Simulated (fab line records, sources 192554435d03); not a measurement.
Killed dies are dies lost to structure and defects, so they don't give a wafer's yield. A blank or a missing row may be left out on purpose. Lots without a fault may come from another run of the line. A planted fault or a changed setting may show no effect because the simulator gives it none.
Split-lot experiment | flow n5_finfet | 7 lots, 21 wafers read, on a route of 1938 steps

THE SPLIT
At N5_BEOL_M1_ETCH_64 (etches SOC in N2/H2, target depth 75 nm, overetch 15 nm, time 112.5 s), the setting bias_w was moved away from the recipe's 150 W on 12 of the 21 wafers read, by -10.1% to +17.5%. The other wafers ran this setting at the recipe's value.

The reading is taken at the split's own step.

THE READING
rf_vpp_V, in V, at N5_BEOL_M1_ETCH_64 (etches SOC in N2/H2, target depth 75 nm, overetch 15 nm, time 112.5 s). Fault-free wafers of this fab line usually give 524.3 V, standard deviation 2.6 V.

wafer  | tool, chamber at the split | bias_w as run, W | against the recipe | rf_vpp_V, V | against lot-mates on the recipe
L076.3 | rie_diel-05, 2             | 134.8            | -10.1%             | 486.3       | -40.6
L076.4 | rie_diel-05, 1             | 134.8            | -10.1%             | 492.3       | -34.6
L076.6 | rie_diel-05, 1             | 150              | recipe             | 526.9       | -
L077.1 | rie_diel-05, 2             | 150              | recipe             | 521.3       | -
L077.2 | rie_diel-05, 0             | 172.1            | +14.7%             | 573.3       | +49.7
L077.5 | rie_diel-05, 0             | 150              | recipe             | 525.9       | -
L085.1 | rie_diel-06, 0             | 176.2            | +17.5%             | 579.3       | no lot-mate on the recipe
L085.4 | rie_diel-06, 2             | 176.2            | +17.5%             | 580.9       | no lot-mate on the recipe
L085.5 | rie_diel-06, 3             | 176.2            | +17.5%             | 578.0       | no lot-mate on the recipe
L088.1 | rie_diel-05, 0             | 176.1            | +17.4%             | 581.8       | +61.2
L088.4 | rie_diel-05, 2             | 150              | recipe             | 520.6       | -
L088.5 | rie_diel-05, 2             | 176.1            | +17.4%             | 574.0       | +53.4
L093.1 | rie_diel-05, 3             | 174.9            | +16.6%             | 577.8       | +52.4
L093.3 | rie_diel-05, 1             | 174.9            | +16.6%             | 579.7       | +54.3
L093.6 | rie_diel-05, 3             | 150              | recipe             | 525.4       | -
L094.2 | rie_diel-05, 1             | 150              | recipe             | 526.7       | -
L094.5 | rie_diel-05, 2             | 150              | recipe             | 521.6       | -
L094.6 | rie_diel-05, 1             | 150              | recipe             | 525.7       | -
L092.1 | rie_diel-05, 2             | 150              | recipe             | 517.9       | -
L092.2 | rie_diel-05, 1             | 165.6            | +10.4%             | 560.2       | +42.3
L092.3 | rie_diel-05, 0             | 165.6            | +10.4%             | 558.7       | +40.8

THE FIT
A straight line over all 21 wafers: rf_vpp_V changes by +3.26 V for each +1% of bias_w; r = +1.00; the points scatter about the line by 3 V.
The same after taking each lot's own level away (the mean of its wafers on the recipe; 18 wafers): +3.43 V for each +1%; r = +0.99; scatter 3.5 V.
On that fit, the largest move of bias_w shifts the reading by 60 V.
The lots' own levels span 517.90 to 526.90 V, that is 3.5 times the standard deviation above.
So the lot-to-lot level changes the slope little: the two slopes agree.
Check: with one of the wafers moved furthest among these (+17.4%) left out of the fit, the line predicts +58.9 V for it against its lot-mates. It came out at +61.2 V against them.
Tool readings at the split's step, against how far the setting was moved: rf_vpp_V r = +1.00.

OTHER SPLITS ON THESE WAFERS
These wafers also went through other splits before the reading. Each is held against what the fit with the lots' levels taken away leaves over:
other split on the same wafers             | wafers away from the commonest value | r with rf_vpp_V (lot level and that fit taken away)
N5_MOL_CONTACT_COAG_ETCH_47 over_etch_frac | 8                                    | -0.14
N5_BEOL_M0_SAQP_SPACER1_ALD_98 temp_c      | 5                                    | -0.07
N5_BEOL_M0_SAQP_DESCUM_45 time_s           | 8                                    | -0.16
N5_BEOL_M0_CUTY_COAT_50 spin_rpm           | 5                                    | +0.02

THE WHOLE CHAIN: every reading that the file lists as answering this split, in the file's order
step               | what it does                                                          | reading                                                                          | change (the file's fit)              | r (the file's)
N5_BEOL_M1_ETCH_64 | etches SOC in N2/H2, target depth 75 nm, overetch 15 nm, time 112.5 s | rf_vpp_V                                                                         | +3.41 V for each +1% of the setting  | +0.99
N5_BEOL_M1_ETCH_64 | etches SOC in N2/H2, target depth 75 nm, overetch 15 nm, time 112.5 s | SiARC_of_BEOL_M1_COAT_62.thk_nm (the simulator's own value, which no gauge read) | -0.07 nm for each +1% of the setting | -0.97

THE FILE'S OWN FIT
rf_vpp_V changes by +3.41 V for each +1% of bias_w, r = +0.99.
